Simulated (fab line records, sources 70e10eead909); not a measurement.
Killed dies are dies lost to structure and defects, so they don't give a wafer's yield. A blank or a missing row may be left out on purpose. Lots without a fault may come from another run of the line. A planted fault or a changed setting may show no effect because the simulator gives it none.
Chamber matching | flow nand_harc | NHARC_A_M0_PRE_CLEAN_31 on pecvd-04: 3 sister chambers
The step time 12 s. 6 wafers are shown with their chamber, then 10 later ones without.

WAFERS WITH THEIR CHAMBER
wafer  | chamber | heater_power_w (W) | heater_power_outer_w (W)
L089.2 | 1       | 792                | 465
L092.1 | 2       | 575                | 332
L092.3 | 0       | 654                | 350
L092.5 | 0       | 650                | 353
L096.1 | 2       | 620                | 374
L096.3 | 1       | 804                | 476

WAFERS WITHOUT THEIR CHAMBER
wafer  | heater_power_w (W) | heater_power_outer_w (W)
L096.4 | 629                | 385
L094.2 | 781                | 452
L094.3 | 586                | 341
L094.4 | 762                | 442
L095.2 | 798                | 475
L095.4 | 682                | 382
L095.5 | 820                | 483
L097.3 | 789                | 474
L097.4 | 589                | 298
L097.6 | 784                | 476

WHICH CHAMBER EACH WENT THROUGH
wafer  | from the rows above     | in truth
L096.4 | can't be placed: 0 or 2 | 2
L094.2 | 1                       | 1
L094.3 | 2                       | 2
L094.4 | 1                       | 1
L095.2 | 1                       | 1
L095.4 | 0                       | 0
L095.5 | 1                       | 1
L097.3 | 1                       | 1
L097.4 | can't be placed: 2 or 0 | 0
L097.6 | 1                       | 1
Placed correctly: 8 of 10. Can't be placed from these rows: 2 (the true chamber is among the candidates in 2). Placed wrongly: 0.
How it was worked out, from the rows above alone: a wafer's distance from a chamber is the root of the sum, over the readings, of the square of ((its reading less the chamber's mean) divided by the reading's scatter). The wafer belongs to the nearest chamber; if the next one is less than 2 further off, it can't be placed. A chamber's mean is the mean of its shown wafers. The scatter: the root of (the sum of the squares of (reading less its chamber's mean) over the shown wafers, divided by (wafers less chambers)).
